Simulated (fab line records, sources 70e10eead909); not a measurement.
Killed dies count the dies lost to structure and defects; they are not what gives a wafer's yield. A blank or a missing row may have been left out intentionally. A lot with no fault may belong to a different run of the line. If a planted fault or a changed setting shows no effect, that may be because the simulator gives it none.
fab line records    flow nandHarc
record lots=24  wafers=72  lastDay=24
route steps=1159 shown A_CHANNEL_FILL_D1@501 A_STAIRCASE@533
lots untouched by any fault: they come from a run of this same line in which no faults occurred
startH: start of the lot's first displayed wafer, in hours after the record's first day    waitH: how many hours have passed since the lot's step before this one    " same as the row above    L1.1+2: a single row standing in for several wafers    - no value, or no start given    * or withheld: withheld    < > ~ a bound
route shown NAME@n: names a module that has steps shown in the file, with the first one's number in the route    usual: mean and standard deviation over wafers with no fault    same: alike in all rows    chamber/n: place in a boat    sites: readings site by site    _std_site: their standard deviation    _edge_site: mean of outer sites minus mean of inner sites    radiusMm: for every site, how far away it sits from the centre of the wafer    mask NAME#n: copy n    behind: the most recent tool/chamber to have shaped the wafer    hold: cause of the lot's hold/its duration in hours/its outcome    device: transistor that didn't switch, given as n, p or np    end of line: the same wafers' tests at the end of the route    a step without rows: its recipe alone    killed: the dies lost at the first sort to structure and to defects; this is not the yield of the wafer    map: per-die view of a wafer (x killed, . not killed, _ where there is no die)
set.NAME: the setting the step ran with; set.NAME@STEP: the setting that earlier step ran with    model.NAME: the simulator's own value behind a step, which no gauge read
a sample of lots followed through the steps of the route, with each step as a table and each wafer as a row
services: the hour from which a tool's chamber was out of use, counted from the record's first day as startH (under 0 if before that day), plus the number of hours and why
## steps
# step NHARC_A_CHANNEL_FILL_D1_STRIP_28
# recipe timeS=20  o2FlowSccm=500  arFlowSccm=0  biasW=0  chemistry=O2
# usual drypumpMotorCurrentA=5.8/0.37  oesProductAu=1.001/0.013  rfVppV=57.9/0.95  showerheadPlenumPTorr=3.53/0.11  throttleValvePct=17.036/0.0088
lot.wafer  tool        chamber  startH  waitH  drypumpMotorCurrentA  oesProductAu  rfHoursCounterH  rfVppV  showerheadPlenumPTorr  throttleValvePct
L075.1     rieDiel-12  0        219.43  0.1    6.6                   1.001         0.9              56.7    3.50                   17.032
L075.3     "           1        "       "      5.9                   1.014         0.9              59.7    3.48                   17.035
L075.6     "           0        "       "      6.7                   0.995         -                59.3    3.50                   17.043
L074.2     rieDiel-10  3        219.43  0.1    6.0                   1.011         0.8              59.5    3.54                   17.036
L074.3     "           0        "       "      5.2                   0.997         0.9              58.9    3.68                   17.045
L074.5     "           3        "       "      6.1                   1.010         -                57.2    3.54                   17.023
L078.1     rieDiel-11  3        226.45  0.1    6.2                   0.995         1.4              59.3    3.74                   17.030
L078.4     "           0        "       "      5.7                   0.992         1.3              58.1    3.63                   17.031
L078.5     "           1        "       "      5.3                   1.028         -                59.5    3.58                   17.046
L076.2     rieDiel-10  3        226.47  0.1    6.0                   1.003         1.0              58.9    3.54                   17.044
L076.3     "           0        "       "      5.2                   0.986         1.0              58.5    3.68                   17.046
L076.4     "           1        "       "      5.8                   0.992         1.1              57.6    3.53                   17.034
L077.3     rieDiel-12  2        230.78  0.1    5.4                   0.985         1.9              57.5    3.55                   17.035
L077.5     "           0        "       "      6.6                   0.988         -                57.4    3.50                   17.029
L077.6     "           1        "       "      6.0                   1.018         -                57.5    3.48                   17.045
L079.4     rieDiel-10  3        230.78  0.1    6.1                   1.012         1.1              58.1    3.54                   17.018
L079.6     "           0        "       "      5.2                   0.999         -                59.4    3.68                   17.040
L079.5     "           1        "       "      5.8                   0.995         -                58.5    3.53                   17.034
L080.4     rieDiel-12  2        236.61  0.1    5.4                   0.995         2.8              57.1    3.55                   17.016
L080.2     "           3        "       "      6.3                   1.034         3.0              56.8    3.31                   17.040
L080.5     "           2        "       "      5.4                   0.994         -                57.6    3.55                   17.053
L081.2     rieDiel-11  3        248.21  0.1    6.2                   1.002         2.2              57.8    3.74                   17.054
L081.5     "           0        "       "      5.7                   1.002         -                57.4    3.63                   17.045
L081.6     "           3        "       "      6.2                   1.000         -                59.1    3.74                   17.041
L084.1     rieDiel-12  3        263.55  0.1    6.3                   1.023         9.2              55.5    3.31                   17.024
L084.5     "           3        "       "      6.3                   1.031         -                57.8    3.31                   17.009
L084.6     "           0        "       "      6.6                   1.002         -                57.6    3.50                   17.043
L082.1     rieDiel-10  1        263.56  0.1    5.8                   0.991         2.1              58.9    3.52                   17.031
L082.5     "           1        "       "      5.8                   1.001         -                57.2    3.53                   17.028
L082.4     "           2        "       "      6.1                   0.990         -                58.0    3.42                   17.035
L083.3     rieDiel-11  2        263.59  0.1    5.8                   0.994         2.6              58.2    3.41                   17.034
L083.1     "           3        "       "      6.2                   1.005         2.8              57.3    3.74                   17.025
L083.5     "           3        "       "      6.2                   1.010         -                57.5    3.74                   17.037
L088.1     rieDiel-11  2        280.90  0.1    5.8                   0.997         2.9              56.7    3.41                   17.038
L088.4     "           3        "       "      6.2                   1.001         3.3              58.6    3.74                   17.037
L088.5     "           0        "       "      5.7                   0.985         -                57.5    3.63                   17.050
L087.3     rieDiel-12  3        280.94  0.1    6.3                   1.020         10.4             57.3    3.31                   17.035
L087.1     "           1        "       "      6.0                   1.025         8.7              59.1    3.47                   17.040
L087.5     "           3        "       "      6.3                   1.018         -                56.5    3.31                   17.032
L085.3     rieDiel-10  0        284.89  0.1    5.3                   1.013         2.5              56.9    3.68                   17.035
L085.1     "           1        "       "      5.8                   0.990         2.6              55.9    3.53                   17.037
L085.5     "           1        "       "      5.7                   0.985         -                57.1    3.53                   17.045
L086.1     rieDiel-11  2        284.90  0.1    5.8                   0.985         3.0              58.4    3.41                   17.027
L086.6     "           0        "       "      5.6                   0.999         -                57.2    3.63                   17.041
L086.5     "           1        "       "      5.3                   1.022         -                58.7    3.58                   17.038
L089.3     rieDiel-10  2        298.94  0.1    6.1                   0.999         2.9              58.0    3.42                   17.031
L089.4     "           0        "       "      5.2                   1.000         2.7              58.2    3.68                   17.033
L089.5     "           2        "       "      6.1                   0.992         -                59.0    3.42                   17.027
L091.3     rieDiel-11  0        304.23  0.1    5.6                   0.999         4.1              57.6    3.63                   17.036
L091.1     "           2        "       "      5.8                   0.990         3.6              56.2    3.41                   17.032
L091.6     "           0        "       "      5.7                   1.002         -                58.9    3.63                   17.023
L090.1     rieDiel-10  1        304.25  0.1    5.8                   0.985         3.0              56.6    3.53                   17.020
L090.3     "           2        "       "      6.1                   0.984         3.0              57.7    3.42                   17.043
L090.5     "           3        "       "      6.1                   1.004         -                57.3    3.54                   17.041
L094.1     rieDiel-10  1        319.01  0.1    5.8                   0.996         3.3              57.8    3.53                   17.050
L094.3     "           2        "       "      6.2                   1.002         3.4              57.4    3.42                   17.034
L094.6     "           1        "       "      5.8                   0.993         -                58.4    3.52                   17.035
L093.3     rieDiel-11  0        319.01  0.1    5.7                   1.014         4.7              57.8    3.63                   17.042
L093.4     "           1        "       "      5.3                   1.032         3.9              57.7    3.58                   17.038
L093.6     "           2        "       "      5.8                   0.999         -                57.7    3.41                   17.041
L092.1     rieDiel-10  3        323.01  0.1    6.0                   1.001         3.2              57.8    3.54                   17.040
L092.2     "           0        "       "      5.2                   0.986         2.9              58.3    3.68                   17.024
L092.6     "           3        "       "      6.0                   1.004         -                58.8    3.54                   17.029
L095.4     rieDiel-10  2        331.73  0.1    6.1                   0.995         3.9              57.7    3.42                   17.035
L095.6     "           2        "       "      6.1                   0.998         -                58.8    3.42                   17.048
L095.5     "           3        "       "      6.1                   1.009         -                56.4    3.54                   17.038
L096.2     rieDiel-10  1        331.77  0.1    5.8                   0.993         3.8              58.5    3.52                   17.040
L096.1     "           3        "       "      6.1                   0.995         3.7              57.4    3.54                   17.037
L096.5     "           1        "       "      5.8                   0.989         -                56.9    3.52                   17.034
L097.2     rieDiel-10  0        346.77  0.1    5.2                   0.991         3.8              59.1    3.68                   17.033
L097.1     "           2        "       "      6.1                   0.981         4.5              58.0    3.42                   17.043
L097.5     "           0        "       "      5.3                   0.993         -                57.5    3.68                   17.027
# step NHARC_A_STAIRCASE_STRIP_171
# recipe powerW=1500  tempC=250  chemistry=O2
# usual drypumpMotorCurrentA=5.68/0.27  heaterPowerW=321/16  tempC=250.02/0.18
lot.wafer  tool            chamber  startH  waitH  drypumpMotorCurrentA  heaterPowerW  rfHoursCounterH  tempC
L074.2     plasmaAsher-02  1        245.23  -      6.15                  326           17               249.86
L074.3     "               1        "       "      6.13                  322           -                249.88
L074.5     "               0        "       "      5.69                  305           -                250.29
L075.1     plasmaAsher-01  0        245.41  -      5.43                  335           48               250.26
L075.3     "               0        "       "      5.42                  332           -                250.05
L075.6     "               1        "       "      5.46                  309           -                249.97
L078.1     plasmaAsher-02  0        251.95  -      5.70                  313           19               249.93
L078.4     "               0        "       "      5.70                  306           -                250.15
L078.5     "               1        "       "      6.11                  335           -                249.99
L076.2     plasmaAsher-01  0        252.10  -      5.43                  340           50               250.31
L076.3     "               0        "       "      5.43                  334           -                250.16
L076.4     "               1        "       "      5.52                  303           -                250.18
L077.3     plasmaAsher-02  1        256.95  -      6.11                  325           -                249.95
L077.6     "               1        "       "      6.10                  333           -                249.95
L077.5     "               0        "       "      5.70                  310           -                249.93
L079.4     plasmaAsher-01  1        257.92  -      5.48                  309           -                249.96
L079.5     "               0        "       "      5.40                  353           -                249.96
L079.6     "               1        "       "      5.46                  309           -                249.81
L080.2     plasmaAsher-01  1        261.87  -      5.50                  309           55               249.88
L080.4     "               0        "       "      5.42                  335           -                249.85
L080.5     "               0        "       "      5.43                  347           -                249.99
L081.2     plasmaAsher-02  1        274.48  -      6.09                  337           29               250.10
L081.6     "               0        "       "      5.72                  304           -                250.14
L081.5     "               1        "       "      6.09                  331           -                250.34
L083.1     plasmaAsher-02  0        288.73  -      5.70                  307           34               249.75
L083.3     "               0        "       "      5.70                  303           -                249.71
L083.5     "               0        "       "      5.70                  308           -                249.93
L084.1     plasmaAsher-02  1        289.06  -      6.12                  324           34               250.45
L084.5     "               0        "       "      5.74                  309           -                250.34
L084.6     "               1        "       "      6.09                  322           -                250.36
L082.1     plasmaAsher-01  0        289.18  -      5.42                  355           1                250.16
L082.4     "               1        "       "      5.47                  303           -                249.53
L082.5     "               0        "       "      5.39                  344           -                250.09
L088.1     plasmaAsher-02  0        306.11  -      5.70                  315           41               250.17
L088.4     "               0        "       "      5.74                  312           -                249.69
L088.5     "               0        "       "      5.71                  309           -                250.15
L087.1     plasmaAsher-01  0        306.42  -      5.42                  337           8                250.15
L087.3     "               1        "       "      5.45                  313           -                249.80
L087.5     "               1        "       "      5.47                  295           -                250.01
L085.1     plasmaAsher-02  0        310.60  -      5.73                  300           42               249.74
L085.3     "               1        "       "      6.11                  329           -                249.93
L085.5     "               1        "       "      6.14                  334           -                250.05
L086.1     plasmaAsher-01  1        310.77  -      5.45                  298           8                250.01
L086.6     "               0        "       "      5.43                  346           -                249.84
L086.5     "               1        "       "      5.47                  304           -                249.96
L089.4     plasmaAsher-02  1        324.22  -      6.09                  337           -                249.73
L089.3     "               0        "       "      5.68                  300           -                249.97
L089.5     "               0        "       "      5.71                  310           -                249.88
L090.1     plasmaAsher-02  0        329.17  -      5.71                  310           48               250.06
L090.3     "               1        "       "      6.13                  332           -                250.03
L090.5     "               0        "       "      5.73                  308           -                250.18
L091.1     plasmaAsher-01  0        329.54  -      5.43                  340           14               249.87
L091.3     "               1        "       "      5.44                  303           -                250.25
L091.6     "               0        "       "      5.43                  347           -                250.03
L094.1     plasmaAsher-02  0        344.19  -      5.66                  312           50               250.12
L094.3     "               0        "       "      5.67                  301           -                249.93
L094.6     "               1        "       "      6.10                  332           -                249.88
L093.4     plasmaAsher-02  0        347.68  -      5.71                  305           -                250.02
L093.3     "               1        "       "      6.13                  325           -                250.22
L093.6     "               1        "       "      6.11                  330           -                250.28
L092.2     plasmaAsher-01  0        348.10  -      5.42                  342           18               249.92
L092.1     "               1        "       "      5.48                  299           18               250.00
L092.6     "               0        "       "      5.42                  346           -                249.87
L095.4     plasmaAsher-01  0        357.88  -      5.41                  341           -                250.11
L095.6     "               1        "       "      5.48                  307           -                249.97
L095.5     "               0        "       "      5.42                  349           -                250.20
L096.1     plasmaAsher-01  1        360.62  -      5.49                  303           24               249.90
L096.2     "               0        "       "      5.42                  339           24               250.07
L096.5     "               1        "       "      5.47                  302           -                250.01
L097.2     plasmaAsher-01  0        371.76  -      5.44                  345           32               249.95
L097.1     "               1        "       "      5.46                  312           32               250.09
L097.5     "               0        "       "      5.45                  337           -                249.92
# step NHARC_A_STAIRCASE_ETCH_17
# recipe targetDepthA=1000  timeS=40.5  ionEnergyEv=400  c4f8FlowSccm=20  o2FlowSccm=10  arFlowSccm=withheld  rfW=600  biasW=1000  chemistry=C4F8/O2
# usual oesProductAu=0.943/0.012  rfVppV=893/5.1
lot.wafer  tool        chamber  startH  waitH  oesProductAu  rfHoursCounterH  rfVppV
L074.3     rieDiel-08  3        -       -      0.951         45               895
L074.2     "           1        "       "      0.937         27               889
L074.5     "           3        "       "      0.941         -                895
L075.1     rieDiel-02  2        -       -      0.944         32               890
L075.3     "           3        "       "      0.942         28               899
L075.6     "           3        "       "      0.945         -                900
L078.1     rieDiel-02  1        -       -      0.956         37               897
L078.4     "           2        "       "      0.943         34               890
L078.5     "           3        "       "      0.954         -                898
L076.4     rieDiel-08  2        -       -      0.965         45               887
L076.2     "           3        "       "      0.963         48               893
L076.3     "           1        "       "      0.950         30               889
L077.3     rieDiel-05  1        -       -      0.954         39               889
L077.5     "           0        "       "      0.928         -                888
L077.6     "           1        "       "      0.946         -                891
L079.4     rieDiel-02  2        -       -      0.946         40               891
L079.5     "           2        "       "      0.946         -                889
L079.6     "           3        "       "      0.949         -                900
L080.4     rieDiel-08  1        -       -      0.929         36               889
L080.2     "           2        "       "      0.951         50               888
L080.5     "           3        "       "      0.946         -                894
L081.2     rieDiel-02  2        -       -      0.932         47               888
L081.5     "           1        "       "      0.935         -                899
L081.6     "           2        "       "      0.943         -                890
L083.3     rieDiel-02  3        -       -      0.941         47               899
L083.1     "           0        "       "      0.953         50               893
L083.5     "           3        "       "      0.943         -                897
L084.1     rieDiel-08  2        -       -      0.956         58               886
L084.5     "           0        "       "      0.946         -                888
L084.6     "           1        "       "      0.930         -                888
L082.4     rieDiel-08  1        -       -      0.950         43               888
L082.1     "           2        "       "      0.955         58               888
L082.5     "           0        "       "      0.948         -                887
L087.1     rieDiel-05  2        -       -      0.950         46               904
L087.3     "           3        "       "      0.947         44               892
L087.5     "           1        "       "      0.936         -                892
L088.4     rieDiel-02  2        -       -      0.913         57               889
L088.1     "           3        "       "      0.941         53               898
L088.5     "           2        "       "      0.921         -                889
L085.1     rieDiel-02  3        -       -      0.949         54               898
L085.3     "           1        "       "      0.968         57               897
L085.5     "           0        "       "      0.958         -                894
L086.1     rieDiel-08  0        -       -      0.961         0                888
L086.5     "           2        "       "      0.940         -                906
L086.6     "           3        "       "      0.932         -                893
L089.4     rieDiel-08  0        -       -      0.955         8                889
L089.3     "           3        "       "      0.931         8                894
L089.5     "           0        "       "      0.949         -                888
L090.3     rieDiel-05  0        -       -      0.921         62               889
L090.1     "           3        "       "      0.940         55               893
L090.5     "           0        "       "      0.925         -                888
L091.1     rieDiel-05  1        -       -      0.946         68               890
L091.3     "           2        "       "      0.942         56               907
L091.6     "           0        "       "      0.922         -                888
L094.1     rieDiel-02  3        -       -      0.960         4                897
L094.3     "           2        "       "      0.951         3                891
L094.6     "           3        "       "      0.952         -                897
L093.4     rieDiel-02  0        -       -      0.944         4                894
L093.3     "           2        "       "      0.947         4                890
L093.6     "           3        "       "      0.946         -                900
L092.2     rieDiel-02  0        -       -      0.951         5                892
L092.1     "           1        "       "      0.935         4                898
L092.6     "           3        "       "      0.939         -                899
L095.4     rieDiel-05  1        -       -      0.955         5                890
L095.6     "           3        "       "      0.951         -                893
L095.5     "           0        "       "      0.934         -                888
L096.2     rieDiel-02  3        -       -      0.947         11               897
L096.1     "           2        "       "      0.953         11               890
L096.5     "           0        "       "      0.936         -                893
L097.1     rieDiel-05  3        -       -      0.921         7                893
L097.2     "           1        "       "      0.946         8                889
L097.5     "           3        "       "      0.928         -                894
# step NHARC_A_STAIRCASE_ETCH_19
# recipe targetDepthA=1000  timeS=40.5  ionEnergyEv=400  c4f8FlowSccm=20  o2FlowSccm=10  arFlowSccm=withheld  rfW=600  biasW=1000  chemistry=C4F8/O2
# usual oesProductAu=0.944/0.012  rfVppV=893/4.9
lot.wafer  tool        chamber  startH  waitH  oesProductAu  rfHoursCounterH  rfVppV
L074.2     rieDiel-08  3        -       -      0.964         45               896
L074.3     "           0        "       "      0.948         41               889
L074.5     "           0        "       "      0.946         -                888
L075.3     rieDiel-02  1        -       -      0.943         34               898
L075.1     "           2        "       "      0.956         32               890
L075.6     "           0        "       "      0.939         -                893
L078.1     rieDiel-02  1        -       -      0.940         37               900
L078.4     "           0        "       "      0.958         36               895
L078.5     "           1        "       "      0.943         -                899
L076.4     rieDiel-08  1        -       -      0.928         30               889
L076.2     "           3        "       "      0.962         48               895
L076.3     "           0        "       "      0.956         43               889
L077.3     rieDiel-05  0        -       -      0.933         35               888
L077.6     "           0        "       "      0.939         -                889
L077.5     "           1        "       "      0.941         -                892
L079.4     rieDiel-02  3        -       -      0.945         36               900
L079.5     "           3        "       "      0.941         -                900
L079.6     "           0        "       "      0.940         -                893
L080.2     rieDiel-08  0        -       -      0.952         50               888
L080.4     "           1        "       "      0.931         36               890
L080.5     "           3        "       "      0.946         -                894
L081.2     rieDiel-02  1        -       -      0.954         48               899
L081.6     "           0        "       "      0.954         -                894
L081.5     "           1        "       "      0.947         -                898
L083.3     rieDiel-02  0        -       -      0.929         50               895
L083.1     "           2        "       "      0.939         51               890
L083.5     "           0        "       "      0.948         -                893
L084.1     rieDiel-08  1        -       -      0.932         43               889
L084.6     "           3        "       "      0.959         -                895
L084.5     "           0        "       "      0.946         -                888
L082.4     rieDiel-08  2        -       -      0.945         58               885
L082.1     "           0        "       "      0.958         60               888
L082.5     "           2        "       "      0.955         -                887
L087.3     rieDiel-05  3        -       -      0.956         44               892
L087.1     "           0        "       "      0.919         51               887
L087.5     "           3        "       "      0.954         -                892
L088.1     rieDiel-02  3        -       -      0.938         53               899
L088.4     "           0        "       "      0.938         56               894
L088.5     "           1        "       "      0.931         -                898
L085.3     rieDiel-02  3        -       -      0.950         55               898
L085.1     "           0        "       "      0.954         57               893
L085.5     "           0        "       "      0.954         -                893
L086.1     rieDiel-08  1        -       -      0.943         0                889
L086.6     "           0        "       "      0.956         -                888
L086.5     "           1        "       "      0.945         -                889
L089.4     rieDiel-08  1        -       -      0.950         8                890
L089.3     "           2        "       "      0.945         9                905
L089.5     "           3        "       "      0.937         -                893
L090.3     rieDiel-05  1        -       -      0.947         68               889
L090.1     "           2        "       "      0.939         56               904
L090.5     "           0        "       "      0.928         -                888
L091.1     rieDiel-05  1        -       -      0.937         68               890
L091.3     "           0        "       "      0.912         63               886
L091.6     "           2        "       "      0.929         -                904
L094.1     rieDiel-02  3        -       -      0.971         4                898
L094.3     "           1        "       "      0.932         3                896
L094.6     "           3        "       "      0.973         -                897
L093.4     rieDiel-02  3        -       -      0.959         5                898
L093.3     "           1        "       "      0.931         4                897
L093.6     "           0        "       "      0.946         -                892
L092.1     rieDiel-02  0        -       -      0.950         5                894
L092.2     "           1        "       "      0.950         4                896
L092.6     "           3        "       "      0.962         -                898
L095.4     rieDiel-05  2        -       -      0.937         5                907
L095.6     "           3        "       "      0.941         -                893
L095.5     "           0        "       "      0.926         -                887
L096.2     rieDiel-02  2        -       -      0.953         11               891
L096.1     "           0        "       "      0.943         10               892
L096.5     "           1        "       "      0.926         -                897
L097.2     rieDiel-05  0        -       -      0.927         7                888
L097.1     "           1        "       "      0.954         8                889
L097.5     "           0        "       "      0.918         -                887
# step NHARC_A_STAIRCASE_ETCH_23
# recipe targetDepthA=1000  timeS=40.5  ionEnergyEv=400  c4f8FlowSccm=20  o2FlowSccm=10  arFlowSccm=withheld  rfW=600  biasW=1000  chemistry=C4F8/O2
# usual oesProductAu=0.946/0.012  rfVppV=894/5.1
lot.wafer  tool        chamber  startH  waitH  oesProductAu  rfHoursCounterH  rfVppV
L074.2     rieDiel-08  0        -       -      0.945         42               887
L074.3     "           1        "       "      0.919         28               888
L074.5     "           3        "       "      0.938         -                894
L075.1     rieDiel-02  1        -       -      0.922         34               897
L075.3     "           3        "       "      0.950         28               899
L075.6     "           1        "       "      0.932         -                897
L076.3     rieDiel-02  0        -       -      0.948         36               894
L076.2     "           1        "       "      0.935         37               897
L076.4     "           3        "       "      0.947         30               899
L078.1     rieDiel-08  0        -       -      0.947         44               889
L078.4     "           1        "       "      0.919         30               888
L078.5     "           3        "       "      0.943         -                895
L077.3     rieDiel-05  1        -       -      0.948         40               891
L077.5     "           1        "       "      0.947         -                892
L077.6     "           2        "       "      0.955         -                905
L079.4     rieDiel-02  0        -       -      0.962         40               893
L079.6     "           2        "       "      0.958         -                889
L079.5     "           3        "       "      0.955         -                899
L080.4     rieDiel-08  3        -       -      0.964         54               894
L080.2     "           2        "       "      0.959         50               887
L080.5     "           0        "       "      0.965         -                889
L081.2     rieDiel-02  0        -       -      0.942         47               894
L081.6     "           2        "       "      0.940         -                891
L081.5     "           3        "       "      0.945         -                900
L083.1     rieDiel-02  1        -       -      0.948         51               896
L083.3     "           2        "       "      0.932         52               890
L083.5     "           0        "       "      0.953         -                894
L084.1     rieDiel-08  1        -       -      0.935         43               889
L084.6     "           2        "       "      0.952         -                886
L084.5     "           3        "       "      0.951         -                895
L082.4     rieDiel-02  1        -       -      0.952         51               896
L082.1     "           2        "       "      0.948         52               890
L082.5     "           2        "       "      0.946         -                890
L087.3     rieDiel-05  0        -       -      0.928         51               888
L087.1     "           3        "       "      0.950         45               892
L087.5     "           0        "       "      0.928         -                889
L088.4     rieDiel-05  1        -       -      0.928         57               891
L088.1     "           2        "       "      0.920         48               904
L088.5     "           2        "       "      0.931         -                906
L085.3     rieDiel-02  2        -       -      0.929         59               890
L085.1     "           3        "       "      0.953         55               899
L085.5     "           3        "       "      0.943         -                896
L086.1     rieDiel-02  3        -       -      0.943         55               898
L086.5     "           1        "       "      0.931         -                897
L086.6     "           2        "       "      0.938         -                890
L089.3     rieDiel-02  3        -       -      0.958         64               898
L089.4     "           1        "       "      0.969         66               898
L089.5     "           2        "       "      0.955         -                889
L091.3     rieDiel-05  1        -       -      0.939         68               891
L091.1     "           3        "       "      0.949         56               890
L091.6     "           2        "       "      0.940         -                905
L090.3     rieDiel-08  3        -       -      0.948         11               893
L090.1     "           0        "       "      0.947         12               888
L090.5     "           1        "       "      0.938         -                887
L094.3     rieDiel-02  0        -       -      0.956         4                892
L094.1     "           1        "       "      0.941         3                897
L094.6     "           3        "       "      0.966         -                896
L093.3     rieDiel-05  0        -       -      0.920         0                887
L093.4     "           3        "       "      0.936         0                893
L093.6     "           1        "       "      0.939         -                890
L092.2     rieDiel-02  2        -       -      0.952         5                890
L092.1     "           0        "       "      0.949         5                893
L092.6     "           2        "       "      0.948         -                889
L095.4     rieDiel-02  0        -       -      0.959         9                894
L095.5     "           2        "       "      0.957         -                890
L095.6     "           3        "       "      0.947         -                897
L096.1     rieDiel-08  2        -       -      0.949         21               906
L096.2     "           1        "       "      0.948         23               886
L096.5     "           2        "       "      0.947         -                905
L097.1     rieDiel-02  1        -       -      0.963         15               896
L097.2     "           2        "       "      0.970         16               890
L097.5     "           0        "       "      0.947         -                893
# step NHARC_A_STAIRCASE_ETCH_25
# recipe targetDepthA=1000  timeS=40.5  ionEnergyEv=400  c4f8FlowSccm=20  o2FlowSccm=10  arFlowSccm=withheld  rfW=600  biasW=1000  chemistry=C4F8/O2
# usual oesProductAu=0.945/0.013  rfVppV=894/4.8
lot.wafer  tool        chamber  startH  waitH  oesProductAu  rfHoursCounterH  rfVppV
L075.1     rieDiel-02  0        -       -      0.948         34               894
L075.3     "           1        "       "      0.960         34               899
L075.6     "           3        "       "      0.950         -                898
L074.3     rieDiel-08  2        -       -      0.969         43               887
L074.2     "           3        "       "      0.962         46               894
L074.5     "           2        "       "      0.969         -                887
L076.3     rieDiel-02  0        -       -      0.927         37               895
L076.4     "           2        "       "      0.944         35               890
L076.2     "           3        "       "      0.936         31               899
L078.4     rieDiel-08  3        -       -      0.952         49               893
L078.1     "           1        "       "      0.920         31               890
L078.5     "           3        "       "      0.950         -                894
L077.3     rieDiel-05  3        -       -      0.962         30               893
L077.5     "           0        "       "      0.930         -                889
L077.6     "           1        "       "      0.955         -                890
L079.4     rieDiel-02  1        -       -      0.941         41               898
L079.6     "           3        "       "      0.960         -                899
L079.5     "           0        "       "      0.936         -                895
L080.2     rieDiel-08  0        -       -      0.972         50               889
L080.4     "           3        "       "      0.957         54               895
L080.5     "           0        "       "      0.962         -                888
L081.2     rieDiel-02  0        -       -      0.935         47               894
L081.6     "           2        "       "      0.945         -                890
L081.5     "           3        "       "      0.939         -                897
L083.1     rieDiel-02  3        -       -      0.951         48               899
L083.3     "           0        "       "      0.957         50               892
L083.5     "           3        "       "      0.938         -                899
L084.1     rieDiel-08  3        -       -      0.961         63               895
L084.5     "           0        "       "      0.962         -                891
L084.6     "           1        "       "      0.930         -                890
L082.1     rieDiel-02  2        -       -      0.932         52               891
L082.4     "           3        "       "      0.949         48               897
L082.5     "           2        "       "      0.943         -                890
L087.1     rieDiel-05  1        -       -      0.941         57               892
L087.3     "           2        "       "      0.951         47               903
L087.5     "           2        "       "      0.962         -                906
L088.4     rieDiel-05  0        -       -      0.926         52               888
L088.1     "           1        "       "      0.942         57               891
L088.5     "           0        "       "      0.913         -                888
L085.1     rieDiel-02  2        -       -      0.939         59               890
L085.3     "           3        "       "      0.936         55               898
L085.5     "           2        "       "      0.943         -                890
L086.1     rieDiel-02  1        -       -      0.959         58               896
L086.6     "           1        "       "      0.953         -                897
L086.5     "           3        "       "      0.943         -                898
L089.3     rieDiel-02  2        -       -      0.941         63               892
L089.4     "           3        "       "      0.954         64               897
L089.5     "           0        "       "      0.941         -                894
L091.3     rieDiel-05  3        -       -      0.944         56               893
L091.1     "           1        "       "      0.938         68               893
L091.6     "           3        "       "      0.934         -                893
L090.1     rieDiel-08  3        -       -      0.923         12               894
L090.3     "           2        "       "      0.954         12               907
L090.5     "           3        "       "      0.924         -                893
L094.1     rieDiel-02  2        -       -      0.959         4                890
L094.3     "           3        "       "      0.974         4                898
L094.6     "           3        "       "      0.978         -                899
L093.3     rieDiel-05  1        -       -      0.945         1                891
L093.4     "           2        "       "      0.938         1                904
L093.6     "           1        "       "      0.949         -                890
L092.1     rieDiel-02  1        -       -      0.945         5                897
L092.2     "           2        "       "      0.944         5                889
L092.6     "           2        "       "      0.951         -                892
L095.4     rieDiel-02  3        -       -      0.924         11               899
L095.5     "           0        "       "      0.925         -                894
L095.6     "           1        "       "      0.908         -                897
L096.2     rieDiel-08  3        -       -      0.914         22               894
L096.1     "           0        "       "      0.946         24               888
L096.5     "           3        "       "      0.919         -                893
L097.2     rieDiel-02  3        -       -      0.949         16               899
L097.1     "           1        "       "      0.969         15               897
L097.5     "           2        "       "      0.958         -                890
## services
tool            chamber  startH  hours  kind
rieDiel-12      -        202.54  9.0    pm
rieDiel-02      0        208.98  -      clean
rieDiel-02      1        208.98  -      clean
rieDiel-02      2        208.98  -      clean
rieDiel-12      1        232.61  3.2    repair
rieDiel-11      1        241.05  7.2    repair
rieDiel-10      3        259.30  6.5    repair
rieDiel-11      2        266.03  2.3    repair
rieDiel-08      1        266.83  8.9    repair
rieDiel-11      2        269.29  6.7    repair
plasmaAsher-01  -        276.00  9.0    pm
rieDiel-05      2        290.67  5.8    repair
rieDiel-10      0        300.54  14.2   repair
rieDiel-08      -        302.57  9.0    pm
rieDiel-12      1        304.04  8.8    repair
rieDiel-12      2        305.38  4.5    repair
rieDiel-05      0        326.59  4.0    repair
rieDiel-02      -        327.84  9.0    pm
rieDiel-12      2        330.81  6.5    repair
rieDiel-05      -        340.75  9.0    pm
rieDiel-10      -        353.50  9.0    pm
plasmaAsher-02  -        360.08  9.0    pm
rieDiel-11      -        366.50  9.0    pm
rieDiel-12      3        367.26  4.9    repair
## key
fault none
